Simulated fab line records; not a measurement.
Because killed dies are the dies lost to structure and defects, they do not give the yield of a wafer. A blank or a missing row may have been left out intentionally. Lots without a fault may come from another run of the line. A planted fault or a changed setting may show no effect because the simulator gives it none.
fab line records	flow n5-finfet
[record] lots = 12	wafers = 34	last-day = 19
route steps=1938 shown HKMG_FIN@447 PASSIVATION@1936
lots that met no fault: from a run of the same line without faults
start-h: the number of hours between the record's first day and the start of the first shown wafer of the lot	wait-h: hours from the lot's prior step to this one	" identical to the entry in the row above	L1.1+2: a single row standing in for several wafers	- no value, or no start given	* or withheld: withheld	< > ~ a bound
route shown NAME@n: NAME is a module with steps in the file, n the number in the route of the first one	usual: average and standard deviation across the fault-free wafers	same: alike in all rows	chamber/n: place in a boat	sites: readings site by site	_std_site: standard deviation across them	_edge_site: the outer-site mean with the inner-site mean subtracted	radius-mm: how far each site lies from the wafer's centre	mask NAME#n: copy n	behind: the last tool/chamber to shape the wafer	hold: why the lot went on hold/how many hours it stayed there/how the hold came to an end	device: the transistor (n, p or np) that didn't switch	end of line: the route-end tests of the same wafers	a step given without rows: its recipe and nothing more	killed: at the first sort, the dies lost to defects and structure; wafer yield is something else	map: the dies of a wafer, with x for killed, . for not killed, _ for no die there
set.NAME: the run value of the setting; set.NAME@STEP: its run value at that earlier step	model.NAME: the simulator's own value behind a step, which no gauge read
one table for each step of the route and one row for each wafer, over a sample of lots
services: from which hour (start-h, from the record's first day; less than 0 if before it) a tool's chamber was out of use, for how many hours, and why
[[steps]]
[step N5_HKMG_FIN_STRIP_88]
[recipe] chemistry = N2/H2	power-w = 2500	temp-c = 300	h2-frac = 0.65	time-s = 360	pressure-mtorr = withheld	n2-flow-sccm = 1750	h2-flow-sccm = 3250
[usual] drypump-motor-current-A = 5.7/0.43	heater-power-w = 492/43
lot.wafer	tool	chamber	start-h	wait-h	drypump-motor-current-A	heater-power-w	rf-hours-counter-h
L645.1	plasma-asher-02	1	80.02	0.0	5.7	512	87
L645.3	"	1	"	"	5.7	503	-
L646.1	plasma-asher-01	1	85.65	0.0	5.3	427	38
L646.2	"	0	"	"	5.5	510	38
L646.5	"	1	"	"	5.3	413	-
L647.1	plasma-asher-02	1	93.01	0.0	5.7	507	90
L647.2	"	0	"	"	6.5	534	90
L647.5	"	0	"	"	6.4	516	-
L648.1	plasma-asher-02	0	96.58	0.0	6.5	536	91
L648.2	"	1	"	"	5.8	496	91
L648.5	"	1	"	"	5.7	503	-
L654.1	plasma-asher-02	0	131.25	0.0	6.4	535	98
L654.4	"	1	"	"	5.7	506	-
L654.6	"	1	"	"	5.7	510	-
L655.4	plasma-asher-02	1	138.31	0.1	5.7	517	-
L655.6	"	1	"	"	5.7	500	-
L661.1	plasma-asher-01	0	173.42	0.0	5.6	509	55
L661.2	"	1	"	"	5.3	422	55
L661.5	"	0	"	"	5.5	507	-
L663.1	plasma-asher-02	0	187.55	0.0	6.5	520	109
L663.2	"	1	"	"	5.7	503	109
L663.6	"	0	"	"	6.5	525	-
L664.3	plasma-asher-01	0	198.38	0.1	5.5	526	-
L664.5	"	1	"	"	5.3	419	-
L664.6	"	0	"	"	5.6	519	-
L666.2	plasma-asher-01	0	210.76	0.0	5.5	511	62
L666.3	"	1	"	"	5.3	422	-
L666.6	"	0	"	"	5.5	507	-
L667.2	plasma-asher-02	1	211.56	0.0	5.7	503	114
L667.5	"	1	"	"	5.7	498	-
L667.6	"	0	"	"	6.5	528	-
L668.1	plasma-asher-01	0	218.30	0.0	5.5	505	63
L668.3	"	0	"	"	5.5	521	-
L668.6	"	0	"	"	5.5	512	-
[step N5_HKMG_FIN_STRIP_69]
[recipe] chemistry = N2/H2	power-w = 2500	temp-c = 300	h2-frac = 0.65	time-s = 360	pressure-mtorr = withheld	n2-flow-sccm = 1750	h2-flow-sccm = 3250
[usual] drypump-motor-current-A = 5.8/0.44	heater-power-w = 495/42
lot.wafer	tool	chamber	start-h	wait-h	drypump-motor-current-A	heater-power-w	rf-hours-counter-h
L645.1	plasma-asher-02	1	81.21	0.1	5.7	517	88
L645.3	"	1	"	"	5.7	496	-
L646.1	plasma-asher-01	0	86.83	0.1	5.5	493	38
L646.2	"	1	"	"	5.3	426	38
L646.5	"	1	"	"	5.3	431	-
L647.1	plasma-asher-01	1	94.19	0.1	5.3	428	39
L647.2	"	0	"	"	5.5	518	39
L647.5	"	0	"	"	5.5	512	-
L648.1	plasma-asher-02	0	97.79	0.1	6.4	537	92
L648.2	"	1	"	"	5.7	499	92
L648.5	"	1	"	"	5.7	496	-
L654.1	plasma-asher-02	0	132.44	0.1	6.4	542	99
L654.4	"	1	"	"	5.7	517	-
L654.6	"	1	"	"	5.7	508	-
L655.4	plasma-asher-01	0	139.53	0.2	5.5	510	-
L655.6	"	0	"	"	5.5	494	-
L661.1	plasma-asher-01	0	174.86	0.2	5.5	511	56
L661.2	"	1	"	"	5.3	424	56
L661.5	"	0	"	"	5.5	519	-
L663.1	plasma-asher-02	0	188.73	0.1	6.5	540	109
L663.2	"	1	"	"	5.7	510	109
L663.6	"	0	"	"	6.5	544	-
L664.3	plasma-asher-02	0	199.56	0.2	6.5	530	-
L664.5	"	0	"	"	6.5	525	-
L664.6	"	1	"	"	5.7	511	-
L666.2	plasma-asher-01	0	211.94	0.1	5.5	522	62
L666.3	"	1	"	"	5.3	432	-
L666.6	"	0	"	"	5.5	505	-
L667.2	plasma-asher-02	0	212.76	0.1	6.5	518	115
L667.5	"	0	"	"	6.5	542	-
L667.6	"	1	"	"	5.7	503	-
L668.1	plasma-asher-01	0	219.54	0.1	5.5	524	63
L668.3	"	1	"	"	5.3	417	-
L668.6	"	1	"	"	5.3	425	-
[step N5_HKMG_FIN_ALD_72]
[recipe] material = W	target-thk-a = 20	temp-c = 300	pressure-torr = 7.5	ald-precursor-family = WF6	ald-co-reactant = B2H6	pulse-time-s = 1	purge-time-s = 2	co-reactant-purge-time-s = 2	co-reactant-pulse-time-s = 3	ald-cycles = 7
[usual] ald-cycles = 7/0	heater-power-outer-w = 241/35	heater-power-w = 444/47	precursor-pulse-height-rel = 0.999/0.021	susceptor-temp-C = 300.04/0.19
lot.wafer	tool	chamber	start-h	wait-h	ald-cycles	heater-power-outer-w	heater-power-w	precursor-pulse-height-rel	susceptor-temp-C
L645.1	cvd-w-02	0	81.95	0.2	7	234	440	1.004	300.18
L645.3	"	0	"	"	7	232	447	0.983	300.17
L646.1	cvd-w-02	1	87.58	0.2	7	239	448	0.991	300.15
L646.2	"	0	"	"	7	232	437	1.024	299.89
L646.5	"	1	"	"	7	237	454	0.984	300.11
L647.1	cvd-w-01	1	94.94	0.2	7	317	508	0.981	300.28
L647.2	"	0	"	"	7	185	340	1.031	300.11
L647.5	"	1	"	"	7	319	512	0.991	299.96
L648.1	cvd-w-02	1	98.55	0.2	7	234	458	0.995	299.84
L648.2	"	0	"	"	7	234	445	1.071	299.78
L648.5	"	1	"	"	7	236	455	0.984	300.02
L654.1	cvd-w-02	0	133.19	0.2	7	233	440	1.012	300.18
L654.4	"	0	"	"	10	239	454	0.982	300.40
L654.6	"	1	"	"	7	231	456	1.003	299.63
L655.4	cvd-w-02	0	140.17	0.2	10	232	444	0.976	300.22
L655.6	"	0	"	"	7	234	447	1.019	300.04
L661.1	cvd-w-01	0	175.60	0.2	7	192	352	0.990	299.79
L661.2	"	1	"	"	7	323	508	0.991	299.99
L661.5	"	0	"	"	7	193	346	1.012	300.19
L663.1	cvd-w-01	0	189.48	0.2	7	195	354	0.956	299.99
L663.2	"	1	"	"	7	311	510	0.999	300.13
L663.6	"	1	"	"	7	315	519	0.954	300.09
L664.3	cvd-w-01	1	200.20	0.2	7	308	495	1.010	299.83
L664.5	"	0	"	"	7	192	346	1.017	300.13
L664.6	"	1	"	"	7	314	523	0.997	299.91
L666.2	cvd-w-01	0	212.69	0.2	7	193	349	1.027	299.88
L666.3	"	0	"	"	7	196	346	0.999	299.99
L666.6	"	0	"	"	7	192	347	0.999	300.02
L667.2	cvd-w-02	0	213.51	0.2	7	240	443	0.973	300.13
L667.5	"	0	"	"	7	239	446	0.989	300.07
L667.6	"	1	"	"	7	241	455	0.983	299.96
L668.1	cvd-w-01	0	220.29	0.2	7	190	338	1.031	300.02
L668.3	"	0	"	"	7	197	349	0.980	300.18
L668.6	"	0	"	"	7	196	350	1.003	300.09
[step N5_HKMG_FIN_W_FILL_22]
[recipe] material = W	target-thk-a = 600	temp-c = 400	pressure-torr = 39.4	time-s = 18.2
[usual] heater-power-outer-w = 474/72	heater-power-w = 791/86	susceptor-temp-C = 400.02/0.24	throttle-valve-pct = 19.9/1.5
lot.wafer	tool	chamber	start-h	wait-h	heater-power-outer-w	heater-power-w	susceptor-temp-C	throttle-valve-pct
L645.1	cvd-w-02	0	82.01	0.0	470	804	400.53	20.8
L645.3	"	0	"	"	461	785	400.39	20.7
L646.1	cvd-w-02	1	87.64	0.0	453	794	400.06	20.5
L646.2	"	0	"	"	466	779	400.50	21.0
L646.5	"	1	"	"	470	819	399.93	20.6
L647.1	cvd-w-01	1	95.00	0.0	624	920	399.82	17.6
L647.2	"	0	"	"	375	617	400.07	17.4
L647.5	"	1	"	"	643	940	399.79	17.5
L648.1	cvd-w-02	1	98.61	0.0	469	811	399.82	20.7
L648.2	"	0	"	"	469	788	400.05	20.8
L648.5	"	1	"	"	461	795	400.26	20.6
L654.1	cvd-w-02	0	133.25	0.0	467	785	399.79	21.0
L654.4	"	0	"	"	466	791	399.89	20.8
L654.6	"	1	"	"	457	801	399.98	20.9
L655.4	cvd-w-02	0	140.22	0.0	465	767	399.97	20.7
L655.6	"	0	"	"	447	795	399.59	20.9
L661.1	cvd-w-01	0	175.67	0.0	379	607	400.20	17.2
L661.2	"	1	"	"	634	945	400.02	17.8
L661.5	"	0	"	"	381	628	400.38	17.3
L663.1	cvd-w-01	0	189.54	0.0	379	620	400.17	17.6
L663.2	"	1	"	"	618	878	400.16	17.8
L663.6	"	1	"	"	641	915	400.22	17.7
L664.3	cvd-w-01	1	200.25	0.0	619	935	399.63	17.6
L664.5	"	0	"	"	373	621	400.29	17.3
L664.6	"	1	"	"	633	925	399.70	17.5
L666.2	cvd-w-01	0	212.75	0.0	380	609	400.11	17.4
L666.3	"	0	"	"	376	605	400.24	17.7
L666.6	"	0	"	"	373	601	400.18	17.5
L667.2	cvd-w-02	0	213.57	0.0	463	792	400.09	21.2
L667.5	"	0	"	"	454	800	400.00	21.0
L667.6	"	1	"	"	460	811	400.31	20.8
L668.1	cvd-w-01	0	220.35	0.0	378	617	399.69	17.7
L668.3	"	0	"	"	376	619	399.79	17.6
L668.6	"	0	"	"	378	615	399.68	17.7
[step N5_PASSIVATION_PROBE_49]
[usual] killed_at_M0_to_M3 = 33/9.9	killed_at_M4_up = 14/6.4	killed-at-contacts = 12/7	killed-at-front-end = 41/13	killed-at-other = 3.1/2.9	killed-dies = 103/20	killed-open = 67/14	killed-short = 34/9.4
[same] gross-dies = 1180	killed-at-back-side = 0
lot.wafer	tool	chamber	start-h	wait-h	killed_at_M0_to_M3	killed_at_M4_up	killed-at-contacts	killed-at-front-end	killed-at-other	killed-dies	killed-open	killed-short
L655.4	prober-02	-	324.97	0.2	40	10	19	31	1	101	56	45
L655.6	prober-02	-	325.07	0.3	26	6	11	42	4	89	57	25
L664.3	prober-02	-	421.18	0.1	27	14	3	23	5	72	48	22
L664.5	prober-02	-	421.28	0.2	33	12	4	34	2	85	59	25
L664.6	prober-02	-	421.33	0.3	40	20	6	40	1	107	60	47
// killed by level:class
L655.4 MOL_CONTACT_COAG:geometric-particle:open=14 BEOL_M0_SAQP:geometric-particle:short=13 BEOL_M0_SAQP:geometric-particle:open=9 BEOL_M2:geometric-particle:open=8 FIN_SAQP:geometric-particle:open=6 FIN_SAQP:geometric-particle:short=6 GATE_CUT:geometric-particle:short=6 MOL_CONTACT_COAG:geometric-particle:short=5
L655.6 FIN_SAQP:geometric-particle:open=10 MOL_CONTACT_COAG:geometric-particle:open=9 BEOL_M2:geometric-particle:open=7 HKMG_FIN:area-etch=7 BEOL_M3:geometric-particle:open=6 FIN_SAQP:geometric-particle:short=5 BEOL_M0_SAQP:geometric-particle:short=5 BEOL_M0_SAQP:geometric-particle:open=4
L664.3 BEOL_M3:geometric-particle:open=9 BEOL_M4:geometric-particle:open=7 FIN_SAQP:geometric-particle:short=6 BEOL_M2:geometric-particle:open=5 DUMMY_GATE:geometric-particle:open=4 BEOL_M0:geometric-particle:open=4 BEOL_M1:geometric-particle:open=4 MOL_CONTACT_COAG:geometric-particle:open=3
L664.5 BEOL_M3:geometric-particle:open=11 FIN_SAQP:geometric-particle:open=10 BEOL_M2:geometric-particle:open=7 FIN_SAQP:geometric-particle:short=6 DUMMY_GATE:geometric-particle:open=5 BEOL_M5:geometric-particle:open=5 MOL_CONTACT_COAG:geometric-particle:open=4 BEOL_M1:geometric-particle:open=4
L664.6 GATE_CUT:geometric-particle:short=13 BEOL_M0_SAQP:geometric-particle:short=8 BEOL_M2:geometric-particle:open=8 BEOL_M4:geometric-particle:open=7 BEOL_M3:geometric-particle:open=7 BEOL_M1:geometric-particle:open=6 BEOL_M3:geometric-particle:short=6 FIN_SAQP:geometric-particle:open=5
[[services]]
tool	chamber	start-h	hours	kind
cvd-w-01	-	59.13	1.0	repair
plasma-asher-01	-	82.60	2.8	pm
plasma-asher-01	-	112.36	0.9	repair
plasma-asher-02	-	140.60	4.3	pm
cvd-w-02	1	196.63	7.4	repair
[[key]]
[first-sign] step = N5_HKMG_FIN_ALD_72	reading = ald-cycles	direction = up	sigmas = 99+	usual = *	struck = *
effect none on later readings
met-at N5_HKMG_FIN_ALD_72
struck-lots L654,L655
struck-wafers L654.4,L655.4
tester-left-out L654,L655
not-acting-at N5_HKMG_FIN_STRIP_88,N5_HKMG_FIN_STRIP_69,N5_HKMG_FIN_W_FILL_22
onset-between 98.55 133.19
[fault] kind = process-parameter-drift	tool = cvd-w-02	chamber = -	onset-h = 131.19	steps = N5_HKMG_FIN_ALD_72	channel = ald-cycles	offset = *	shape = step	end-h = 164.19	scope = struck-wafers-only	stated = *
// tester-left-out: of these lots the tester's yield and bins aren't shown, on N5 and GAA mostly nor the transistor test; their killed dies are dies lost to structure and defects alone, not to doping, threshold or leakage, so they don't give the yield
